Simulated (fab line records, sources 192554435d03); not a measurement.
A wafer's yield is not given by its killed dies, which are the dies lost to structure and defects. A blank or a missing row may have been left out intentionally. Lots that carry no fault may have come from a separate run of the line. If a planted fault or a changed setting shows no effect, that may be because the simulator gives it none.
A struck lot beside a sound one :: flow n5Finfet :: 14 out of 1938 route steps
Sound: the wafers L519.3, L519.4, L519.6. Wafers L511.1, L511.2, L511.5 were the ones struck. At the end, the cause is stated.
Order at every step that has rows: each side's tool, ch and its chambers, its first start. Under that, the readings that differ: sound wafers :: struck wafers :: difference of the means :: sigmas: that difference in standard deviations of wafers without a fault.
alike: readings with means less than 2 such deviations apart, plus words and numbers identical on both sides. not compared: withheld readings, readings lacking a value on some wafer, bounds such as >300 that could conceal the same value, and numbers that have no deviation in the record and whose values overlap.
Wherever a step has rows on one side only, a row that says differs or no value, or a row with sigmas, the two part there. Non-overlapping numbers with no deviation appear without sigmas and do not part them. A reading that every wafer of one side lacks parts them only if that side has two wafers or more.

N5_BEOL_M7_INSPECT_58: inspects for defects (darkfield).
  struck on defectInspect-02, day 10 01:57; sound on defectInspect-02, day 11 07:11
  alike: rawDefectCount
N5_BEOL_M8_ILD_DEP_00: deposits SiCOH lowk from DEMS/porogen, target thk 179.75 nm, time 33.4 s.
  sound on pecvd-02 ch 0,1, day 11 07:13; struck on pecvd-02 ch 0,1, day 10 01:59
  alike: heaterPowerW, showerheadPlenumPTorr, throttleValvePct
  not compared: sinceWetCleanH
N5_BEOL_M8_CURE_74: cures SiCOH lowk, time 240 s.
  sound on uvCure-01 ch 1, day 11 07:26; struck on uvCure-03 ch 2, day 10 02:03
  alike: lampPowerPct, wafer_temp_C_max
N5_BEOL_M8_THK_MEAS_01:
  struck on filmMetro-02, day 10 02:34; sound on filmMetro-02, day 11 07:48
reading: M8_ILD_THK (nm)
sound: 155.5 158.1 159.5
struck: 151.2 153.9 154.1
difference: -4.6
sigmas: -2
N5_BEOL_M8_PECVD_70: deposits SiO2 from TEOS/O2, target thk 20 nm, time 22.7 s.
  sound on pecvd-04 ch 0,1,2, day 11 07:50; struck on pecvd-02 ch 0,1, day 10 02:36
reading: throttleValvePct (%)
sound: 22.4 19.9 22.0
struck: 21.9 24.1 24.2
difference: +2.0
sigmas: +2
  alike: heaterPowerW, showerheadPlenumPTorr
  not compared: sinceWetCleanH
N5_BEOL_M8_HM_DEP_02: deposits TiN, target thk 20 nm.
  struck on pvdSputter-01, day 10 02:40; sound on pvdSputter-03, day 11 08:45
  alike: throttleValvePct
then, 6 steps without rows for these wafers: N5_BEOL_M8_COAT_59 (time 60 s, resist thk 100 nm); N5_BEOL_M8_COAT_60 (time 60 s, resist thk 35 nm); N5_BEOL_M8_COAT_05 (resist thk 90 nm); N5_BEOL_M8_EBR_07; N5_BEOL_M8_SOFTBAKE_06 (time 60 s); N5_BEOL_M8_EXPOSE_08 (exposes mask M8).
N5_BEOL_M8_PEB_09: peb time 60 s.
  sound on lithoTrack-05 ch 0, day 11 09:04; struck on lithoTrack-03, day 10 03:05
  no value came back on the struck wafers for chillPlateTempC (C), exhaustPa (Pa); on the sound wafers chillPlateTempC (C) reads 23.08 23.11 23.08
then, 1 step without rows for these wafers: N5_BEOL_M8_DEVELOP_10 (develop time 30 s).

WHERE THEY PART
Last at N5_BEOL_M8_PEB_09 as far as this record goes, first at N5_BEOL_M8_THK_MEAS_01.

WHY: what had been put in by the simulator
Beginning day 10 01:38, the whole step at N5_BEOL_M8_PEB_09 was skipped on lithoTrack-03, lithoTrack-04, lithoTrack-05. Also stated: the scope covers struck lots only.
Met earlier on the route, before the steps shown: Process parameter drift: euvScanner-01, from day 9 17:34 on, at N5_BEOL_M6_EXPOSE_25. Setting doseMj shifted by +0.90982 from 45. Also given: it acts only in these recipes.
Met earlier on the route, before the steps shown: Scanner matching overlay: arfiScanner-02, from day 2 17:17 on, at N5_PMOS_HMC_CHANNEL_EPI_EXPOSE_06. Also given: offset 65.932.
